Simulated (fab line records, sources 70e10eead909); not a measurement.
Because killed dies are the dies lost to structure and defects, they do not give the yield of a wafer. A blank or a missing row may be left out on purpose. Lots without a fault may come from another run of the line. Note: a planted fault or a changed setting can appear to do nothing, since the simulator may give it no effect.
Matching of chambers || flow nand_harc || rie_diel-06 running NHARC_A_BONDPAD_ETCH_12: 4 sister chambers
The step etches the open film in CHF3/O2, target depth 220 nm, time 110 s. 4 wafers are shown with their chamber, then 8 later ones without.

## WAFERS PAIRED WITH THEIR CHAMBERS
{"wafer": "L708.1", "chamber": 1, "drypump_motor_current_A (A)": 5.2}
{"wafer": "L708.2", "chamber": 0, "drypump_motor_current_A (A)": 6.0}
{"wafer": "L708.5", "chamber": 3, "drypump_motor_current_A (A)": 5.0}
{"wafer": "L709.2", "chamber": 2, "drypump_motor_current_A (A)": 5.8}

## WAFERS WITH NO CHAMBER GIVEN
{"wafer": "L709.3", "drypump_motor_current_A (A)": 6.0}
{"wafer": "L709.6", "drypump_motor_current_A (A)": 5.8}
{"wafer": "L710.1", "drypump_motor_current_A (A)": 5.1}
{"wafer": "L710.4", "drypump_motor_current_A (A)": 5.1}
{"wafer": "L710.6", "drypump_motor_current_A (A)": 5.8}
{"wafer": "L712.4", "drypump_motor_current_A (A)": 6.0}
{"wafer": "L712.5", "drypump_motor_current_A (A)": 5.2}
{"wafer": "L712.6", "drypump_motor_current_A (A)": 6.0}

## WHICH CHAMBER EACH ONE RAN IN
{"wafer": "L709.3", "from the rows above": 0, "in truth": 0}
{"wafer": "L709.6", "from the rows above": 2, "in truth": 2}
{"wafer": "L710.1", "from the rows above": "can't be placed: 3 or 1", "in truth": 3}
{"wafer": "L710.4", "from the rows above": "can't be placed: 3 or 1", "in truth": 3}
{"wafer": "L710.6", "from the rows above": 2, "in truth": 2}
{"wafer": "L712.4", "from the rows above": 0, "in truth": 0}
{"wafer": "L712.5", "from the rows above": 1, "in truth": 1}
{"wafer": "L712.6", "from the rows above": 0, "in truth": 0}
Placed correctly: 6 of 8. Unplaceable from these rows: 2, with the true chamber sitting among the candidates in 2. Number placed wrongly: 0.
How it was worked out, from the rows above alone: a wafer's distance from a chamber is the root of the sum, over the readings, of the square of ((its reading less the chamber's mean) divided by the reading's scatter). If the next closest chamber is less than 2 further off than the closest, the wafer can't be placed; otherwise it belongs to the closest. Each chamber's mean is taken over the wafers shown for it. The scatter: with one shown wafer a chamber, the root of the mean of the squares of how far each hidden wafer lies from its nearest shown one.
